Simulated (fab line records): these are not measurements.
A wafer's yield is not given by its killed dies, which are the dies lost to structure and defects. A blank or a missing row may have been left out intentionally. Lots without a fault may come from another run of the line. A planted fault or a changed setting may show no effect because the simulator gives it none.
Comparing a struck lot with a sound one    flow n5_finfet    15 steps out of a route of 1938
Sound: the wafers L584.3, L584.4, L584.6. Struck: wafers L598.2, L598.3 (left out: L598.6, a lot-mate that was not struck); the cause follows at the end.
Order at every step that has rows: each side's tool, ch and its chambers, its first start. Under that, the readings that differ: sound wafers    struck wafers    difference of the means    sigmas: that difference in standard deviations of wafers without a fault.
alike: readings whose means differ by less than 2 such deviations, and words and numbers that are the same on both sides. not compared: withheld readings, readings that some wafer has no value for, bounds like >300 that may hide the same value, and numbers for which the record gives no deviation and whose values overlap.
The two part at a step that has a row with sigmas, a row that says differs or no value, or rows on one side only. When numbers do not overlap yet have no deviation, they are printed without sigmas and do not part them. A reading that every wafer of one side lacks parts them only if that side has two wafers or more.

N5_BEOL_M8_STRIP_80: strips in N2/H2, time 10 s.
  sound on rie_diel-01 ch 2,3; struck on rie_diel-04 ch 0,3
  alike: drypump_motor_current_A, oes_product_au, rf_vpp_V, showerhead_plenum_p_Torr, throttle_valve_pct
  not compared: rf_hours_counter_h
N5_BEOL_M8_OCD_MEAS_38:
  struck on ocd-02, day 14 11:37; sound on ocd-02, day 11 12:44
  alike: trench_depth_nm
then, 4 steps without rows for these wafers: N5_BEOL_M8_HM_STRIP_39 (strips TiN in peroxide tin strip, target depth 25 nm, time 158 s); N5_BEOL_M8_SRD_40 (time 30 s); N5_BEOL_M8_PRECLEAN_42 (cleans in residue remover, time 60 s); N5_BEOL_M8_SRD_43 (time 30 s).
N5_BEOL_M8_CD_MEAS_35 targets a cd of 40 nm.
  struck on cd_sem-03, day 14 11:47; sound on cd_sem-03, day 11 12:53
  alike: cd_nm
then, 1 step without rows for these wafers: N5_BEOL_M8_CURE_75 (cures SiCOH lowk, time 120 s).
N5_BEOL_M8_DEGAS_44: time 60 s.
  struck on pvd_sputter-01, day 14 12:18; sound on pvd_sputter-02, day 11 13:33
  alike: heater_power_w
N5_BEOL_M8_PRE_CLEAN_45: time 30 s.
  struck on pvd_sputter-01, day 14 12:20; sound on pvd_sputter-02, day 11 13:35
  alike: heater_power_w
N5_BEOL_M8_ALD_77: deposits TaN, target thk 2 nm, pulse time 2 s, purge time 3 s.
  sound on ald_metal-01 ch 1,2, day 11 13:39; struck on ald_metal-03 ch 1,3, day 14 12:25
  alike: heater_power_w, precursor_vessel_temp_c
  not compared: since_wet_clean_h
N5_BEOL_M8_SURFACE_TREAT_79:
  struck on pvd_sputter-02, day 14 12:47; sound on pvd_sputter-02, day 11 14:02
  not compared: throttle_valve_pct
N5_BEOL_M8_CVD_78: deposits Co from CCTBA/H2, target thk 2 nm, time 142.3 s.
  sound on cvd_co-01 ch 0,1,2, day 11 14:05; struck on cvd_co-01 ch 0,1, day 14 13:05
reading           sound              struck     difference  sigmas
run_length_s (s)  164.4 165.2 165.1  94.2 95.0  -70.3       -99 or more
  not compared: since_wet_clean_h
then, 2 steps without rows for these wafers: N5_BEOL_M8_SPUTTER_48 (material Cu, target thk 10 nm, time 1.667 s); N5_PASSIVATION_PROBE_49.

## WHERE THEY PART
At N5_BEOL_M8_CVD_78 and nowhere else, as far as this record goes.

WHY: whatever the simulator had introduced
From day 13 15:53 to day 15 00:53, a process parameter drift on cvd_co-01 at N5_BEOL_M8_CVD_78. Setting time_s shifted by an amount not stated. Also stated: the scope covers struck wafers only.
